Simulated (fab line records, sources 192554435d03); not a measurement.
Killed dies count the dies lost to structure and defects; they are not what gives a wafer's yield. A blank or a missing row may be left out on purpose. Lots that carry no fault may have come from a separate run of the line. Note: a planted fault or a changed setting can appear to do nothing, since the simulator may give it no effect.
Chamber matching | flow n5 finfet | cvd co-02 running N5_BEOL_M3_CO_CAP_55: 3 sister chambers
The step material Co, precursor CCTBA/H2, target thk 2 nm, time 102.1 s. 6 wafers are shown with their chamber, then 12 later ones without.

== EACH WAFER AND ITS CHAMBER ==
wafer  | chamber | heater power w (W)
L091.1 | 2       | 229
L091.3 | 1       | 231
L091.6 | 0       | 247
L092.2 | 1       | 235
L092.4 | 2       | 224
L092.5 | 0       | 248

== WAFERS MISSING THEIR CHAMBER ==
wafer  | heater power w (W)
L093.2 | 224
L093.3 | 232
L093.5 | 220
L095.1 | 234
L095.3 | 252
L095.6 | 231
L094.1 | 234
L094.4 | 235
L094.5 | 250
L097.1 | 223
L097.2 | 229
L097.3 | 250

== CHAMBER TAKEN BY EACH ==
wafer  | from the rows above     | in truth
L093.2 | 2                       | 2
L093.3 | can't be placed: 1 or 2 | 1
L093.5 | 2                       | 2
L095.1 | 1                       | 1
L095.3 | 0                       | 0
L095.6 | can't be placed: 1 or 2 | 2
L094.1 | 1                       | 1
L094.4 | 1                       | 1
L094.5 | 0                       | 0
L097.1 | 2                       | 2
L097.2 | can't be placed: 2 or 1 | 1
L097.3 | 0                       | 0
Correctly placed: 9 of 12. From these rows, 3 cannot be placed; in 3 the true chamber is one of the candidates. Wrongly placed: 0.
How it was worked out, from the rows above alone: a wafer's distance from a chamber is the root of the sum, over the readings, of the square of ((its reading less the chamber's mean) divided by the reading's scatter). The wafer belongs to the nearest chamber; if the next one is less than 2 further off, it can't be placed. A chamber's mean is the mean of its shown wafers. The scatter is the square root of a quotient: the sum, over the shown wafers, of each reading's squared deviation from its chamber's mean, divided by wafers minus chambers.
